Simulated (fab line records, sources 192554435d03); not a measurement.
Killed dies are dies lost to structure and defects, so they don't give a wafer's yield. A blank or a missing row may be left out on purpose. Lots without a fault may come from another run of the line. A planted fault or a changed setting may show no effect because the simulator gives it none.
Which tool did it? | flow n5_finfet | 10 lots, 29 wafers sampled, at 5 steps of a route of 1938

WHAT THE GAUGES READ, wafer by wafer
N5_BEOL_M4_RC_MEAS_101. Usual: DIBL_N 36.3 mV/V, standard deviation 1.9; DIBL_P 36.6 mV/V, standard deviation 2.4; IOFF_N 0.17 nA/um, standard deviation 0.037; IOFF_P 0.23 nA/um, standard deviation 0.04; ION_N 682 uA/um, standard deviation 14; ION_P 468 uA/um, standard deviation 8.6; SS_N 71.6 mV/dec, standard deviation 0.67; SS_P 73.4 mV/dec, standard deviation 0.71; VT_N 248 mV, standard deviation 3.3; VT_P -248.9 mV, standard deviation 2.9.
lot  | measured     | on        | DIBL_N (mV/V)  | DIBL_P (mV/V)  | IOFF_N (nA/um) | IOFF_P (nA/um) | ION_N (uA/um) | ION_P (uA/um) | SS_N (mV/dec)  | SS_P (mV/dec)  | VT_N (mV)   | VT_P (mV)            | flag
L906 | day 9 21:16  | prober-02 | 36.9 39.7 34.5 | 37.1 39.7 34.6 | 0.17 0.26 0.13 | 0.23 0.29 0.19 | 666 687 652   | 460 468 454   | 72.4 72.9 70.9 | 73.1 74.1 72.6 | 251 242 254 | -250.3 -244.7 -249.8 |
L907 | day 9 01:44  | prober-02 | 38.4 35.0 38.3 | 39.9 36.2 40.1 | 0.23 0.15 0.21 | 0.31 0.23 0.29 | 712 681 688   | 486 475 474   | 71.0 71.3 72.5 | 73.5 73.2 74.1 | 242 248 246 | -240.0 -247.9 -244.0 |
L913 | day 10 12:25 | prober-01 | 39.4 36.6 35.0 | 39.5 37.6 34.7 | 0.23 0.17 0.14 | 0.27 0.23 0.19 | 697 697 688   | 471 482 474   | 72.8 71.2 71.7 | 74.3 74.0 73.3 | 242 247 248 | -245.8 -247.9 -250.9 |
L915 | day 11 03:56 | prober-01 | 34.8 36.1 32.9 | 33.7 36.5 31.7 | 0.14 0.16 0.11 | 0.21 0.24 0.18 | 670 689 659   | 464 477 467   | 71.2 72.0 70.0 | 73.4 73.3 72.3 | 247 248 249 | -249.1 -247.5 -249.1 |
L918 | day 12 22:55 | prober-02 | 33.3 35.7 37.1 | 30.8 33.8 35.7 | 0.14 0.18 0.20 | 0.19 0.24 0.27 | 660 678 709   | 459 474 488   | 71.3 71.8 71.4 | 72.0 73.0 73.6 | 252 246 245 | -249.0 -246.6 -243.7 |
L921 | day 13 07:41 | prober-01 | 37.4 38.9 36.1 | 38.4 39.7 36.4 | 0.19 0.24 0.17 | 0.25 0.29 0.22 | 677 692 676   | 463 469 465   | 71.4 72.0 71.7 | 74.8 74.4 73.8 | 246 243 249 | -245.6 -246.7 -247.4 |
L924 | day 15 16:10 | prober-01 | 37.1 36.6 38.4 | 35.5 34.8 37.9 | 0.17 0.16 0.21 | 0.25 0.24 0.29 | 677 701 707   | 473 484 489   | 72.8 72.0 72.0 | 73.9 74.0 74.2 | 250 245 246 | -244.3 -246.2 -245.7 |
L923 | day 15 13:55 | prober-02 | 34.7 36.2 33.2 | 35.9 37.6 33.2 | 0.16 0.18 0.12 | 0.20 0.23 0.16 | 686 680 660   | 472 467 459   | 70.5 71.6 71.8 | 73.4 73.6 72.7 | 249 247 254 | -247.2 -247.7 -251.3 |
L925 | day 15 09:31 | prober-02 | 36.8 35.5      | 36.7 34.5      | 0.18 0.15      | 0.25 0.21      | 694 689       | 483 476       | 71.5 70.9      | 73.7 73.3      | 249 252     | -247.9 -248.4        |
L927 | day 15 18:07 | prober-02 | 38.4 37.6 39.3 | 38.1 37.3 38.2 | 0.21 0.19 0.21 | 0.25 0.23 0.24 | 678 691 688   | 456 466 461   | 72.1 71.6 72.5 | 74.1 73.4 73.4 | 246 248 245 | -249.8 -249.7 -248.9 |

WHICH TOOL RAN EACH LOT (tool, then ch and the chambers of the sampled wafers, then the start)
lot  | N5_BEOL_M2_SPUTTER_88        | N5_BEOL_M2_ANNEAL_93         | N5_BEOL_M2_SPUTTER_96        | N5_BEOL_M3_ILD_DEP_00
L906 | pvd_sputter-03, day 7 12:52  | pvd_sputter-03, day 7 13:23  | pvd_sputter-03, day 7 13:44  | pecvd-03 ch 1,2, day 7 14:51
L907 | pvd_sputter-02, day 7 16:50  | pvd_sputter-02, day 7 17:22  | pvd_sputter-02, day 7 17:43  | pecvd-02 ch 0,1,2, day 7 18:50
L913 | pvd_sputter-02, day 9 01:50  | pvd_sputter-02, day 9 02:22  | pvd_sputter-02, day 9 02:43  | pecvd-02 ch 0,2, day 9 03:50
L915 | pvd_sputter-03, day 9 19:40  | pvd_sputter-03, day 9 20:11  | pvd_sputter-03, day 9 20:33  | pecvd-02 ch 0,1, day 9 21:51
L918 | pvd_sputter-02, day 10 12:39 | pvd_sputter-02, day 10 13:10 | pvd_sputter-02, day 10 13:32 | pecvd-01 ch 0,1,2, day 10 14:42
L921 | pvd_sputter-03, day 10 21:01 | pvd_sputter-03, day 10 21:32 | pvd_sputter-03, day 10 21:53 | pecvd-01 ch 0,1, day 10 23:00
L924 | pvd_sputter-01, day 12 16:36 | pvd_sputter-01, day 12 17:07 | pvd_sputter-01, day 12 17:29 | pecvd-02 ch 0,1,2, day 12 19:00
L923 | pvd_sputter-03, day 12 20:28 | pvd_sputter-03, day 12 20:59 | pvd_sputter-03, day 12 21:21 | pecvd-02 ch 0,1,2, day 12 22:29
L925 | pvd_sputter-01, day 13 02:35 | pvd_sputter-01, day 13 03:06 | pvd_sputter-01, day 13 03:28 | pecvd-02 ch 0,1, day 13 04:34
L927 | pvd_sputter-02, day 14 00:52 | pvd_sputter-02, day 14 01:23 | pvd_sputter-02, day 14 01:44 | pecvd-03 ch 0,1, day 14 02:59
- N5_BEOL_M2_SPUTTER_88: material Cu, target thk 4.5 nm, time 8.29 s.
- N5_BEOL_M2_ANNEAL_93: time 240 s.
- N5_BEOL_M2_SPUTTER_96: material Cu, target thk 4.5 nm, time 8.29 s.
- N5_BEOL_M3_ILD_DEP_00: deposits SiOC from DEMS/O2, target thk 79 nm, time 15.3 s.

WHAT THE TOOLS THEMSELVES READ (means of the sampled wafers that have a number; where no wafer has one, the mark that the record gives instead)
N5_BEOL_M2_SPUTTER_88. Usual: susceptor_temp_C -20.02 C, standard deviation 0.1; throttle_valve_pct 29.5 %, standard deviation 0.87.
lot  | tool           | susceptor_temp_C (C) | throttle_valve_pct (%) | flag
L906 | pvd_sputter-03 | -20.02               | 29.5                   |
L907 | pvd_sputter-02 | -20.01               | 28.9                   |
L913 | pvd_sputter-02 | -20.08               | 28.9                   |
L915 | pvd_sputter-03 | -20.00               | 30.0                   |
L918 | pvd_sputter-02 | -20.06               | 28.8                   |
L921 | pvd_sputter-03 | -20.09               | 30.3                   |
L924 | pvd_sputter-01 | -20.01               | 29.8                   |
L923 | pvd_sputter-03 | -19.97               | 29.9                   |
L925 | pvd_sputter-01 | -20.06               | 30.0                   |
L927 | pvd_sputter-02 | -20.09               | 30.0                   |

N5_BEOL_M2_ANNEAL_93. Usual: heater_power_w 843 W, standard deviation 82; susceptor_temp_C 400.03 C, standard deviation 0.22.
lot  | tool           | heater_power_w (W) | susceptor_temp_C (C) | flag
L906 | pvd_sputter-03 | 893                | 399.98               |
L907 | pvd_sputter-02 | 800                | 400.11               |
L913 | pvd_sputter-02 | 806                | 399.93               |
L915 | pvd_sputter-03 | 909                | 399.95               |
L918 | pvd_sputter-02 | 808                | 400.02               |
L921 | pvd_sputter-03 | 919                | 400.08               |
L924 | pvd_sputter-01 | 770                | 399.97               |
L923 | pvd_sputter-03 | 918                | 400.02               |
L925 | pvd_sputter-01 | 767                | 400.13               |
L927 | pvd_sputter-02 | 810                | 400.11               |

N5_BEOL_M2_SPUTTER_96. Usual: susceptor_temp_C -20.00 C, standard deviation 0.1; throttle_valve_pct 29.5 %, standard deviation 0.88.
lot  | tool           | susceptor_temp_C (C) | throttle_valve_pct (%) | flag
L906 | pvd_sputter-03 | -19.97               | 29.5                   |
L907 | pvd_sputter-02 | -19.95               | 28.9                   |
L913 | pvd_sputter-02 | -20.03               | 28.9                   |
L915 | pvd_sputter-03 | -20.07               | 30.0                   |
L918 | pvd_sputter-02 | -20.02               | 29.0                   |
L921 | pvd_sputter-03 | -19.99               | 30.2                   |
L924 | pvd_sputter-01 | -19.99               | 29.8                   |
L923 | pvd_sputter-03 | -20.06               | 29.9                   |
L925 | pvd_sputter-01 | -19.98               | 29.9                   |
L927 | pvd_sputter-02 | -20.05               | 30.0                   |

N5_BEOL_M3_ILD_DEP_00. Usual: heater_power_outer_w 269 W, standard deviation 45; heater_power_w 484 W, standard deviation 66; showerhead_plenum_p_Torr 5.694 Torr, standard deviation 0.013; susceptor_temp_C 350.00 C, standard deviation 0.21; throttle_valve_pct 11.8 %, standard deviation 0.7.
lot  | tool     | heater_power_outer_w (W) | heater_power_w (W) | showerhead_plenum_p_Torr (Torr) | susceptor_temp_C (C) | throttle_valve_pct (%) | flag
L906 | pecvd-03 | 180                      | 367                | 5.692                           | 349.92               | 12.3                   |
L907 | pecvd-02 | 262                      | 467                | 5.696                           | 349.87               | 11.8                   |
L913 | pecvd-02 | 242                      | 443                | 5.692                           | 351.19               | 11.9                   | OFF
L915 | pecvd-02 | 309                      | 515                | 5.701                           | 352.84               | 12.1                   | OFF
L918 | pecvd-01 | 299                      | 532                | 5.695                           | 350.05               | 12.0                   |
L921 | pecvd-01 | 281                      | 511                | 5.705                           | 350.03               | 12.3                   |
L924 | pecvd-02 | 257                      | 461                | 5.702                           | 350.04               | 11.8                   |
L923 | pecvd-02 | 235                      | 438                | 5.700                           | 350.18               | 11.9                   |
L925 | pecvd-02 | 258                      | 458                | 5.692                           | 350.08               | 11.9                   |
L927 | pecvd-03 | 185                      | 362                | 5.686                           | 350.00               | 12.1                   |

THE ANSWER, worked out from the rows above alone
Rule: a lot is off if the mean of its wafers that have a number lies more than 3 standard deviations from the usual mean. A lot without any number at a reading at which 4 lots or more have one is off too. The other lots that the step has rows for count as sound. The gauges are gone through in route order, then the tools' own readings, and for those a lot's mean is taken as printed above. The first step at which some lot is off is used, and at that step the reading that is off furthest; a lot without a number counts as furthest.
Off: L913, L915, at N5_BEOL_M3_ILD_DEP_00 (susceptor_temp_C).
A tool fits if, at that step or a process step before it, it ran every lot that is off, and no sound lot after the first of them. None of those tried fits.

WHAT THE SIMULATOR HAD PUT IN
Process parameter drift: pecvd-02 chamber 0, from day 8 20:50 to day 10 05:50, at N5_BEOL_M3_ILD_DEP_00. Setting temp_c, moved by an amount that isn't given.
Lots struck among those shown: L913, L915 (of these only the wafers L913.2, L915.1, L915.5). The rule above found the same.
